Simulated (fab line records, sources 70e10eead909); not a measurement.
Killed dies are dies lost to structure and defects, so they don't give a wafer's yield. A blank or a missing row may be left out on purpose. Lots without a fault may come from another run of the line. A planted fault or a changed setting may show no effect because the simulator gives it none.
fab line records | flow nand_harc
record lots=14 wafers=42 last_day=25
route steps=1159 shown A_CONTACT@936 END@1159
lots that met no fault: from a run of the same line without faults
start_h: hours from the record's first day to the start of the lot's first wafer shown | wait_h: hours since the lot's step before | " the same as in the row above | L1.1+2: a row that stands for several wafers | - no value, or no start given | * or withheld: withheld | < > ~ a bound
route shown NAME@n: a module of which the file shows steps, and the number in the route of the first | usual: mean/standard deviation of fault-free wafers | same: alike in all rows | chamber/n: place in a boat | sites: the reading at each site | _std_site: their standard deviation | _edge_site: outer sites' mean less inner sites' | radius_mm: how far each site lies from the wafer's centre | mask NAME#n: copy n | behind: the tool/chamber that last shaped the wafer | hold: why the lot was held/for how many hours/how that ended | device: the transistor (n, p or np) that didn't switch | end of line: the same wafers' tests at the end of the route | a step without rows: its recipe alone | killed: dies lost to structure and defects at the first sort, not the wafer's yield | map: a wafer's dies, x killed, . not, _ none there
set.NAME: the setting as run; set.NAME@STEP: as run at that earlier step | model.NAME: the simulator's own value behind a step, which no gauge read
steps of the route over a sample of lots; a table a step, a row a wafer
services: from which hour (start_h, from the record's first day; less than 0 if before it) a tool's chamber was out of use, for how many hours, and why
## steps
# step NHARC_A_CONTACT_OVL_MEAS_09
# usual overlay_x_nm=0.1/0.77 overlay_y_nm=-0.1/0.79
# columns lot.wafer tool chamber start_h wait_h overlay_x_nm overlay_y_nm
L536.2 overlay-02 - 381.35 - 0.4 1.4
L536.3 " - " " -0.4 1.6
L536.5 " - " " 0.0 1.8
L537.2 overlay-02 - 390.68 - 0.2 -0.4
L537.3 " - " " 0.4 0.3
L537.4 " - " " 0.2 -0.8
L539.1 overlay-02 - 394.24 - -0.1 0.7
L539.4 " - " " 0.0 0.6
L539.6 " - " " -0.4 0.0
L538.4 overlay-02 - 395.08 - 2.0 0.7
L538.5 " - " " 1.4 0.8
L538.6 " - " " 1.7 0.6
L540.2 overlay-02 - 405.61 - 1.4 -0.6
L540.3 " - " " 1.9 -1.0
L540.6 " - " " 1.6 -0.6
L541.1 overlay-01 - 411.49 - -1.0 -0.2
L541.3 " - " " 0.0 -0.4
L541.6 " - " " -0.3 0.3
L543.2 overlay-02 - 422.04 - -0.4 -1.0
L543.4 " - " " 0.7 -1.5
L543.5 " - " " -0.2 -1.3
L544.3 overlay-01 - 424.56 - -0.7 -0.7
L544.5 " - " " -1.0 -0.2
L544.6 " - " " -0.6 -0.8
L549.1 overlay-01 - 452.98 - 0.3 -0.4
L549.4 " - " " 0.3 -0.2
L549.5 " - " " -0.2 -0.2
L550.2 overlay-02 - 462.18 - 0.1 -1.9
L550.3 " - " " -0.3 -2.4
L550.4 " - " " -0.2 -1.7
L552.1 overlay-02 - 480.24 - -1.3 0.1
L552.5 " - " " -1.2 0.7
L552.6 " - " " -1.2 0.4
L553.1 overlay-02 - 483.38 - 1.1 0.1
L553.3 " - " " 1.6 0.0
L553.4 " - " " 0.9 0.1
L556.2 overlay-02 - 498.78 - -0.3 0.2
L556.3 " - " " -0.4 0.0
L556.4 " - " " -0.5 -0.2
L558.1 overlay-02 - 532.46 - 0.3 0.4
L558.3 " - " " 0.8 0.3
L558.4 " - " " 0.2 0.5
# step NHARC_A_CONTACT_ETCH_136
# recipe source_w=withheld pressure_mtorr=20 bias_v=3000 time_s=132 target_depth_a=12870 ar_flow_sccm=withheld c4f8_flow_sccm=withheld o2_flow_sccm=withheld chemistry=C4F8/O2/Ar
# columns lot.wafer tool chamber start_h wait_h rf_hours_counter_h
L536.2 har_cap_etch-03 0 382.96 0.1 80
L536.3 " 1 " " -
L536.5 " 0 " " -
L537.2 har_cap_etch-02 0 392.11 0.1 15
L537.3 " 1 " " -
L537.4 " 0 " " -
L539.1 har_cap_etch-03 0 395.66 0.1 83
L539.4 " 0 " " -
L539.6 " 0 " " -
L538.4 har_cap_etch-02 1 396.56 0.1 -
L538.5 " 0 " " -
L538.6 " 1 " " -
L540.2 har_cap_etch-01 0 407.05 0.1 62
L540.3 " 0 " " -
L540.6 " 1 " " -
L541.1 har_cap_etch-01 0 413.02 0.1 63
L541.3 " 0 " " -
L541.6 " 0 " " -
L543.2 har_cap_etch-02 1 423.48 0.1 20
L543.4 " 1 " " -
L543.5 " 0 " " -
L544.3 har_cap_etch-01 1 426.09 0.1 -
L544.5 " 1 " " -
L544.6 " 0 " " -
L549.1 har_cap_etch-03 1 454.42 0.1 95
L549.4 " 0 " " -
L549.5 " 0 " " -
L550.2 har_cap_etch-03 0 463.67 0.1 95
L550.3 " 0 " " -
L550.4 " 1 " " -
L552.1 har_cap_etch-01 1 481.68 0.1 76
L552.5 " 0 " " -
L552.6 " 1 " " -
L553.1 har_cap_etch-02 1 484.86 0.1 32
L553.3 " 1 " " -
L553.4 " 0 " " -
L556.2 har_cap_etch-02 1 500.22 0.1 35
L556.4 " 0 " " -
L556.3 " 1 " " -
L558.1 har_cap_etch-03 1 534.26 0.1 108
L558.3 " 0 " " -
L558.4 " 1 " " -
# step NHARC_A_CONTACT_ETCH_98
# recipe target_depth_a=200 over_etch_frac=0.5 time_s=10 ion_energy_ev=250 c4f6_flow_sccm=25 o2_flow_sccm=20 ar_flow_sccm=500 rf_w=600 bias_w=500 chemistry=C4F6/O2
# usual drypump_motor_current_A=5.8/0.53 o2_flow_sccm=20.00/0.061 oes_product_au=0.963/0.024 rf_vpp_V=546.1/2.8 showerhead_plenum_p_Torr=3.88/0.13 throttle_valve_pct=26.905/0.0086
# columns lot.wafer tool chamber start_h wait_h drypump_motor_current_A o2_flow_sccm oes_product_au rf_hours_counter_h rf_vpp_V showerhead_plenum_p_Torr throttle_valve_pct
L536.2 rie_diel-08 3 383.85 - 5.2 19.96 0.986 15 543.2 3.73 26.912
L536.3 " 2 " " 6.1 20.10 0.998 15 546.9 3.89 26.897
L536.5 " 3 " " 5.2 20.01 0.992 - 542.5 3.73 26.899
L537.2 rie_diel-08 2 393.02 - 6.1 20.10 0.955 17 545.9 3.89 26.913
L537.4 " 0 " " 5.6 19.86 0.998 19 548.8 3.94 26.906
L537.3 " 1 " " 6.6 20.03 0.960 18 543.9 3.80 26.909
L539.1 rie_diel-08 1 396.56 - 6.6 19.98 0.949 20 543.7 3.80 26.911
L539.4 " 2 " " 6.1 20.05 0.964 18 546.6 3.89 26.903
L539.6 " 1 " " 6.6 20.12 0.931 - 545.2 3.80 26.910
L538.4 rie_diel-08 0 397.41 - 5.6 20.00 0.948 20 547.2 3.94 26.894
L538.5 " 3 " " 5.2 19.88 0.937 - 542.0 3.73 26.912
L538.6 " 0 " " 5.6 19.88 0.955 - 549.9 3.94 26.906
L540.2 rie_diel-08 3 407.94 - 5.2 19.96 0.944 20 542.6 3.73 26.903
L540.3 " 0 " " 5.6 19.95 0.982 22 547.4 3.94 26.901
L540.6 " 3 " " 5.2 19.95 0.946 - 543.6 3.73 26.898
L541.1 rie_diel-08 2 413.91 - 6.1 20.09 0.932 22 547.0 3.89 26.915
L541.3 " 0 " " 5.6 19.96 0.963 23 547.2 3.93 26.908
L541.6 " 1 " " 6.5 19.97 0.934 - 544.1 3.80 26.902
L543.4 rie_diel-08 2 424.36 - 6.1 20.04 0.961 24 545.5 3.89 26.908
L543.2 " 3 " " 5.2 20.02 0.944 24 541.9 3.72 26.915
L543.5 " 2 " " 6.1 19.96 0.965 - 545.0 3.89 26.889
L544.3 rie_diel-08 1 426.96 - 6.6 20.04 0.935 26 544.3 3.80 26.903
L544.6 " 1 " " 6.6 19.98 0.949 - 543.8 3.80 26.887
L544.5 " 2 " " 6.0 19.93 0.934 - 544.9 3.89 26.900
L549.1 rie_diel-08 0 455.31 - 5.6 20.04 0.758 32 547.8 3.93 26.907
L549.4 " 2 " " 6.0 20.01 0.738 30 547.5 3.88 26.896
L549.5 " 0 " " 5.6 20.02 0.754 - 546.8 3.93 26.905
L550.3 rie_diel-08 3 464.58 - 5.2 20.11 0.727 30 542.6 3.72 26.901
L550.4 " 1 " " 6.6 19.95 0.732 34 543.0 3.79 26.906
L550.2 " 2 " " 6.1 19.98 0.743 31 547.2 3.88 26.903
L552.1 rie_diel-05 1 482.62 - 6.1 20.02 0.957 51 546.6 3.90 26.897
L552.6 " 3 " " 5.0 20.04 0.966 - 546.7 4.02 26.915
L552.5 " 0 " " 5.3 19.89 0.964 - 550.1 4.12 26.903
L553.3 rie_diel-05 2 485.88 - 6.4 20.02 0.950 51 553.3 4.15 26.904
L553.1 " 3 " " 5.0 20.09 0.968 54 548.3 4.02 26.911
L553.4 " 1 " " 6.1 19.87 0.963 53 546.0 3.90 26.891
L556.4 rie_diel-07 2 501.12 - 4.9 19.97 0.996 32 546.6 3.87 26.900
L556.2 " 3 " " 5.7 20.09 0.984 31 552.2 4.17 26.908
L556.3 " 1 " " 6.1 20.03 0.992 30 542.1 3.66 26.902
L558.3 rie_diel-05 0 535.18 - 5.3 19.91 0.992 3 550.7 4.11 26.884
L558.4 " 1 " " 6.1 19.92 1.003 4 546.9 3.89 26.895
L558.1 " 2 " " 6.3 19.96 1.011 4 550.2 4.14 26.901
# step NHARC_A_CONTACT_CD_MEAS_15
# usual cd_nm=89.9/0.39
# columns lot.wafer tool chamber start_h wait_h cd_nm
L536.2 cd_sem-01 - 383.93 - 89.5
L536.3 " - " " 88.9
L536.5 " - " " 89.2
L537.2 cd_sem-01 - 393.11 - 89.9
L537.3 " - " " 89.7
L537.4 " - " " 89.1
L539.1 cd_sem-01 - 396.64 - 89.4
L539.4 " - " " 89.9
L539.6 " - " " 89.8
L538.4 cd_sem-01 - 397.49 - 90.0
L538.5 " - " " 89.8
L538.6 " - " " 90.4
L540.2 cd_sem-02 - 408.02 - 90.3
L540.3 " - " " 89.3
L540.6 " - " " 89.2
L541.1 cd_sem-01 - 413.99 - 89.6
L541.3 " - " " 89.8
L541.6 " - " " 89.5
L543.2 cd_sem-01 - 424.45 - 90.3
L543.4 " - " " 90.8
L543.5 " - " " 90.2
L544.3 cd_sem-01 - 427.04 - 89.9
L544.5 " - " " 90.0
L544.6 " - " " 89.2
L549.1 cd_sem-02 - 455.39 - 90.3
L549.4 " - " " 89.8
L549.5 " - " " 90.1
L550.2 cd_sem-03 - 464.67 - 89.3
L550.3 " - " " 90.3
L550.4 " - " " 90.4
L552.1 cd_sem-02 - 482.70 - 89.8
L552.5 " - " " 90.2
L552.6 " - " " 90.2
L553.1 cd_sem-02 - 485.96 - 90.6
L553.3 " - " " 90.1
L553.4 " - " " 90.0
L556.2 cd_sem-03 - 501.20 - 90.1
L556.3 " - " " 90.5
L556.4 " - " " 89.9
L558.1 cd_sem-01 - 535.27 - 89.9
L558.3 " - " " 90.3
L558.4 " - " " 89.7
# step NHARC_END_SORT_01
# recipe temp_c=25
# usual killed_at_array=27/12 killed_at_other=0.8/1 killed_at_periphery=4.0/2.5 killed_dies=32/11 killed_open=3.3/1.8 killed_short=2.0/1.5
# same gross_dies=677
# columns lot.wafer tool chamber start_h wait_h killed_at_array killed_at_other killed_at_periphery killed_dies killed_open killed_short
L536.2 prober-02 0 444.54 2.8 24 0 7 31 4 2
L536.3 prober-02 0 445.34 3.1 18 0 3 21 1 2
L536.5 prober-02 0 446.95 3.7 14 0 5 19 2 3
L550.2 prober-02 0 513.64 2.9 671 1 5 677 4 3
L550.3 prober-02 0 514.45 3.2 673 0 4 677 4 4
L550.4 prober-02 0 515.26 3.5 670 0 7 677 1 4
# killed by level:class
L536.2 A_SLIT:chamber_film_flake=13 P_CONTACT:chamber_film_flake=4 A_CHANNEL_HOLE_D1:chamber_film_flake=3 A_WL_FILL:chamber_film_flake=2 A_CONTACT:chamber_film_flake=2 P_GATE:geometric_particle:open=1 P_M0:geometric_particle:open=1 A_CHANNEL_FILL_D1:geometric_particle:short=1
L536.3 A_SLIT:chamber_film_flake=8 A_CONTACT:chamber_film_flake=4 A_STAIRCASE:chamber_film_flake=2 P_STI:geometric_particle:short=1 A_ONON_D1:geometric_particle:open=1 A_CHANNEL_FILL_D1:geometric_particle:short=1 P_CONTACT:chamber_film_flake=1 P_BONDPAD:chamber_film_flake=1
L536.5 P_BONDPAD:chamber_film_flake=3 A_SLIT:chamber_film_flake=3 A_WL_FILL:chamber_film_flake=3 A_WL_FILL:geometric_particle:open=2 A_CHANNEL_HOLE_D1:chamber_film_flake=2 A_CONTACT:chamber_film_flake=2 P_M0:geometric_particle:short=1 A_SGD_CUT:geometric_particle:short=1
L550.2 A_CONTACT:area_etch=631 A_SLIT:chamber_film_flake=14 A_CHANNEL_HOLE_D1:chamber_film_flake=14 P_M0:chamber_film_flake=2 A_CHANNEL_FILL_D1:chamber_film_flake=2 A_STAIRCASE:chamber_film_flake=2 A_WL_FILL:chamber_film_flake=2 A_CONTACT:chamber_film_flake=2
L550.3 A_CONTACT:area_etch=627 A_CHANNEL_HOLE_D1:chamber_film_flake=18 A_SLIT:chamber_film_flake=9 A_CONTACT:chamber_film_flake=5 A_STAIRCASE:chamber_film_flake=4 P_M0:chamber_film_flake=2 A_WL_FILL:chamber_film_flake=2 P_STI:geometric_particle:short=1
L550.4 A_CONTACT:area_etch=638 A_CHANNEL_HOLE_D1:chamber_film_flake=14 A_SLIT:chamber_film_flake=7 P_M0:chamber_film_flake=3 A_STAIRCASE:chamber_film_flake=3 A_WL_FILL:chamber_film_flake=3 P_GATE:geometric_particle:short=1 P_M1:geometric_particle:short=1
## services
# columns tool chamber start_h hours kind
rie_diel-08 0 360.04 - clean
rie_diel-08 1 360.04 - clean
rie_diel-08 2 360.04 - clean
rie_diel-08 3 360.04 - clean
har_cap_etch-02 - 368.56 0.1 repair
rie_diel-08 3 375.86 2.3 repair
rie_diel-08 0 384.60 - clean
rie_diel-08 1 384.60 - clean
rie_diel-08 2 384.60 - clean
rie_diel-08 3 384.60 - clean
rie_diel-05 0 394.89 4.7 repair
rie_diel-07 3 395.32 2.2 repair
rie_diel-07 - 405.70 9.0 pm
rie_diel-08 0 409.17 - clean
rie_diel-08 1 409.17 - clean
rie_diel-08 2 409.17 - clean
rie_diel-08 3 409.17 - clean
rie_diel-08 0 433.67 - clean
rie_diel-08 1 433.67 - clean
rie_diel-08 2 433.67 - clean
rie_diel-07 - 477.77 0.5 repair
rie_diel-08 - 478.80 9.0 pm
rie_diel-08 0 511.88 5.2 repair
rie_diel-05 - 517.63 9.0 pm
## key
first_sign step=NHARC_A_CONTACT_ETCH_98 reading=oes_product_au direction=down sigmas=9.1 usual=0.963 struck=0.742
effect step=NHARC_END_SORT_01 reading=killed_dies direction=up sigmas=58 usual=32 struck=677
more_kills_born_at NHARC_A_CONTACT_ETCH_98@rie_diel-08=1896
met_at NHARC_A_CONTACT_ETCH_98
struck_lots L549,L550
later_rows_left_out L549.1,L549.4,L549.5,L550.2,L550.3,L550.4
sort_left_out L549.1,L549.4,L549.5
tester_left_out L549,L550
not_acting_at NHARC_A_CONTACT_OVL_MEAS_09,NHARC_A_CONTACT_ETCH_136,NHARC_A_CONTACT_CD_MEAS_15
onset_between 426.96 455.31
fault kind=process_parameter_drift tool=rie_diel-08 chamber=- onset_h=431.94 steps=NHARC_A_CONTACT_ETCH_98 channel=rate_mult offset=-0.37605 shape=step
# tester_left_out: of these lots the tester's yield and bins aren't shown, on N5 and GAA mostly nor the transistor test; their killed dies are dies lost to structure and defects alone, not to doping, threshold or leakage, so they don't give the yield
# sort_left_out: the simulated sort isn't trusted on such a fault, so these wafers' sort isn't shown, and their yield isn't known
# later_rows_left_out: the simulator's readings of these wafers behind a module that went badly wrong aren't trusted and aren't shown, but for the sort
